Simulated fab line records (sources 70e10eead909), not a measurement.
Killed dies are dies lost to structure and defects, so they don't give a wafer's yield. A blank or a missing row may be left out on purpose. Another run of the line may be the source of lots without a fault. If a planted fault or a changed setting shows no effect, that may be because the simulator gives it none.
Which tool is to blame? | flow nand-harc | 72 wafers from 24 lots sampled at 3 of the route's 1302 steps

## WHAT EACH GAUGE READ, for each wafer
NHARC_P_M0_INSPECT_27. Usual: raw-defect-count reads 266 (standard deviation 110).
lot  | measured     | on                | raw-defect-count | flag
L074 | day 6 05:04  | defect-inspect-02 | 145 208 161      |
L075 | day 6 14:55  | defect-inspect-01 | 230 366 129      |
L076 | day 7 05:01  | defect-inspect-01 | 218 399 573      |
L077 | day 7 07:51  | defect-inspect-02 | 176 241 249      |
L078 | day 7 15:19  | defect-inspect-01 | 143 171 319      |
L079 | day 8 08:17  | defect-inspect-01 | 352 197 249      |
L080 | day 8 09:26  | defect-inspect-01 | 193 110 201      |
L081 | day 8 23:44  | defect-inspect-02 | 177 209 271      |
L082 | day 9 13:02  | defect-inspect-02 | 243 308 269      |
L083 | day 9 18:48  | defect-inspect-01 | 159 178 343      |
L084 | day 10 15:41 | defect-inspect-01 | 211 373 284      |
L085 | day 10 21:29 | defect-inspect-02 | 331 598 212      |
L086 | day 11 06:54 | defect-inspect-01 | 209 233 243      |
L087 | day 11 14:56 | defect-inspect-01 | 256 252 306      |
L088 | day 12 11:51 | defect-inspect-02 | 140 293 294      |
L089 | day 12 13:18 | defect-inspect-02 | 168 184 237      |
L090 | day 13 00:50 | defect-inspect-02 | 239 303 261      |
L091 | day 13 02:56 | defect-inspect-01 | 194 146 201      |
L092 | day 13 17:10 | defect-inspect-02 | 337 213 280      |
L093 | day 14 01:40 | defect-inspect-02 | 698 404 507      |
L094 | day 14 15:59 | defect-inspect-01 | 235 224 225      |
L095 | day 14 16:38 | defect-inspect-02 | 205 349 315      |
L096 | day 15 03:44 | defect-inspect-02 | 195 246 205      |
L097 | day 15 15:23 | defect-inspect-01 | 219 245 159      |

## EACH LOT AND THE TOOL THAT RAN IT (in order: tool; ch and the chambers of the sampled wafers; start)
lot  | NHARC_P_CONTACT_ETCH_36                       | NHARC_P_M0_PVD_21
L074 | rie-diel-04 ch 0,3, day 6 05:04 or earlier    | pvd-sputter-02, day 6 05:04 or earlier
L075 | rie-diel-13 ch 0,1,2, day 6 14:55 or earlier  | pvd-sputter-01, day 6 14:55 or earlier
L076 | rie-diel-08 ch 0,3, day 7 05:01 or earlier    | pvd-sputter-02, day 7 05:01 or earlier
L077 | rie-diel-04 ch 2,3, day 7 07:51 or earlier    | pvd-sputter-02, day 7 07:51 or earlier
L078 | rie-diel-08 ch 0,2,3, day 7 15:19 or earlier  | pvd-sputter-03, day 7 15:19 or earlier
L079 | rie-diel-04 ch 0,1,2, day 8 08:17 or earlier  | pvd-sputter-02, day 8 08:17 or earlier
L080 | rie-diel-04 ch 1,2,3, day 8 09:26 or earlier  | pvd-sputter-01, day 8 09:26 or earlier
L081 | rie-diel-13 ch 0,2, day 8 23:44 or earlier    | pvd-sputter-02, day 8 23:44 or earlier
L082 | rie-diel-04 ch 1,2, day 9 13:02 or earlier    | pvd-sputter-03, day 9 13:02 or earlier
L083 | rie-diel-04 ch 2,3, day 9 18:48 or earlier    | pvd-sputter-02, day 9 18:48 or earlier
L084 | rie-diel-13 ch 0,2,3, day 10 15:41 or earlier | pvd-sputter-03, day 10 15:41 or earlier
L085 | rie-diel-04 ch 0,1,3, day 10 21:29 or earlier | pvd-sputter-02, day 10 21:29 or earlier
L086 | rie-diel-08 ch 0,1,3, day 11 06:54 or earlier | pvd-sputter-03, day 11 06:54 or earlier
L087 | rie-diel-04 ch 1,2,3, day 11 14:56 or earlier | pvd-sputter-01, day 11 14:56 or earlier
L088 | rie-diel-13 ch 0,2,3, day 12 11:51 or earlier | pvd-sputter-02, day 12 11:51 or earlier
L089 | rie-diel-13 ch 2,3, day 12 13:18 or earlier   | pvd-sputter-02, day 12 13:18 or earlier
L090 | rie-diel-08 ch 0,1, day 13 00:50 or earlier   | pvd-sputter-01, day 13 00:50 or earlier
L091 | rie-diel-13 ch 1,2, day 13 02:56 or earlier   | pvd-sputter-03, day 13 02:56 or earlier
L092 | rie-diel-04 ch 1,2,3, day 13 17:10 or earlier | pvd-sputter-03, day 13 17:10 or earlier
L093 | rie-diel-08 ch 0,1,2, day 14 01:40 or earlier | pvd-sputter-01, day 14 01:40 or earlier
L094 | rie-diel-08 ch 0,2,3, day 14 15:59 or earlier | pvd-sputter-03, day 14 15:59 or earlier
L095 | rie-diel-04 ch 0,3, day 14 16:38 or earlier   | pvd-sputter-03, day 14 16:38 or earlier
L096 | rie-diel-08 ch 2,3, day 15 03:44 or earlier   | pvd-sputter-01, day 15 03:44 or earlier
L097 | rie-diel-04 ch 0,2,3, day 15 15:23 or earlier | pvd-sputter-02, day 15 15:23 or earlier
- NHARC_P_CONTACT_ETCH_36: etches the open film in N2/H2, target depth 260 nm, time 406.25 s.
- NHARC_P_M0_PVD_21: deposits Cu, target thk 30 nm, time 20.49 s.

## WHAT THE TOOLS THEMSELVES READ (means of the sampled wafers that have a number; where no wafer has one, the mark that the record gives instead)
NHARC_P_CONTACT_ETCH_36. Usual: drypump-motor-current-A 5.7 A, standard deviation 0.35; mfc-ar-sccm 0.007 sccm, standard deviation 0.01; oes-product-au 1.003 a.u., standard deviation 0.0091; rf-vpp-V 429.8 V, standard deviation 2.6; showerhead-plenum-p-Torr 2.02 Torr, standard deviation 0.087; throttle-valve-pct 14.172 %, standard deviation 0.0093.
lot  | tool        | drypump-motor-current-A (A) | mfc-ar-sccm (sccm) | oes-product-au (a.u.) | rf-vpp-V (V) | showerhead-plenum-p-Torr (Torr) | throttle-valve-pct (%) | flag
L074 | rie-diel-04 | 5.9                         | 0.008              | 1.003                 | 428.1        | 1.97                            | 14.166                 |
L075 | rie-diel-13 | 5.6                         | 0.013              | 1.003                 | 429.9        | 2.02                            | 14.170                 |
L076 | rie-diel-08 | 6.0                         | 0.000              | 1.005                 | 432.4        | 2.12                            | 14.168                 |
L077 | rie-diel-04 | 5.8                         | 0.000              | 1.004                 | 428.4        | 1.98                            | 14.177                 |
L078 | rie-diel-08 | 6.0                         | 0.000              | 1.007                 | 431.7        | 2.08                            | 14.170                 |
L079 | rie-diel-04 | 5.5                         | 0.015              | 0.999                 | 431.2        | 2.03                            | 14.162                 |
L080 | rie-diel-04 | 5.7                         | 0.007              | 1.009                 | 429.5        | 1.98                            | 14.171                 |
L081 | rie-diel-13 | 6.0                         | 0.009              | 1.004                 | 430.8        | 2.03                            | 14.172                 |
L082 | rie-diel-04 | 5.4                         | 0.007              | 0.997                 | 431.0        | 2.04                            | 14.169                 |
L083 | rie-diel-04 | 5.5                         | 0.000              | 1.004                 | 430.7        | 2.03                            | 14.171                 |
L084 | rie-diel-13 | 6.0                         | 0.005              | 1.012                 | 430.2        | 2.03                            | 14.169                 |
L085 | rie-diel-04 | 5.8                         | 0.015              | 0.995                 | 428.0        | 1.97                            | 14.174                 |
L086 | rie-diel-08 | 5.9                         | 0.000              | 1.000                 | 431.6        | 2.07                            | 14.175                 |
L087 | rie-diel-04 | 5.7                         | 0.007              | 1.010                 | 429.5        | 1.98                            | 14.178                 |
L088 | rie-diel-13 | 5.9                         | 0.005              | 1.008                 | 430.5        | 2.03                            | 14.180                 |
L089 | rie-diel-13 | 6.1                         | 0.009              | 0.992                 | 428.6        | 1.96                            | 14.174                 |
L090 | rie-diel-08 | 5.8                         | 0.000              | 0.998                 | 430.9        | 2.09                            | 14.168                 |
L091 | rie-diel-13 | 5.5                         | 0.022              | 1.006                 | 428.0        | 1.95                            | 14.167                 |
L092 | rie-diel-04 | 5.7                         | 0.007              | 1.009                 | 429.8        | 1.98                            | 14.169                 |
L093 | rie-diel-08 | 5.8                         | 0.000              | 1.001                 | 429.5        | 2.02                            | 14.171                 |
L094 | rie-diel-08 | 6.0                         | 0.000              | 1.000                 | 431.6        | 2.08                            | 14.177                 |
L095 | rie-diel-04 | 5.8                         | 0.016              | 1.001                 | 429.7        | 2.02                            | 14.174                 |
L096 | rie-diel-08 | 5.9                         | 0.000              | 1.002                 | 429.6        | 2.02                            | 14.165                 |
L097 | rie-diel-04 | 5.7                         | 0.008              | 1.007                 | 429.2        | 2.02                            | 14.166                 |

NHARC_P_M0_PVD_21. Usual: throttle-valve-pct reads 30.0 % (standard deviation 1.4).
lot  | tool           | throttle-valve-pct (%) | flag
L074 | pvd-sputter-02 | 30.3                   |
L075 | pvd-sputter-01 | 30.4                   |
L076 | pvd-sputter-02 | 31.0                   |
L077 | pvd-sputter-02 | 30.4                   |
L078 | pvd-sputter-03 | 29.5                   |
L079 | pvd-sputter-02 | 29.3                   |
L080 | pvd-sputter-01 | 30.3                   |
L081 | pvd-sputter-02 | 30.6                   |
L082 | pvd-sputter-03 | 28.4                   |
L083 | pvd-sputter-02 | 30.5                   |
L084 | pvd-sputter-03 | 29.9                   |
L085 | pvd-sputter-02 | 29.1                   |
L086 | pvd-sputter-03 | 29.7                   |
L087 | pvd-sputter-01 | 30.6                   |
L088 | pvd-sputter-02 | 30.3                   |
L089 | pvd-sputter-02 | 29.5                   |
L090 | pvd-sputter-01 | 30.6                   |
L091 | pvd-sputter-03 | 29.9                   |
L092 | pvd-sputter-03 | 29.6                   |
L093 | pvd-sputter-01 | 30.8                   |
L094 | pvd-sputter-03 | 29.6                   |
L095 | pvd-sputter-03 | 29.8                   |
L096 | pvd-sputter-01 | 30.4                   |
L097 | pvd-sputter-02 | 30.6                   |

## THE ANSWER, worked out from the rows above alone
Rule: a lot counts as off when the mean over its wafers that have a number is more than 3 standard deviations away from the usual mean. A lot without any number at a reading at which 4 lots or more have one is off too. Any other lot the step has rows for is counted as sound. Order of review: gauges by route order, followed by the tools' own readings, for which a lot's mean as printed above is used. At the first step where some lot is off, the reading lying furthest off is the one used; lots without a number count as furthest.
No lot is off on any of the readings shown, so nothing can be concluded from this.

## WHAT THE SIMULATOR PUT IN
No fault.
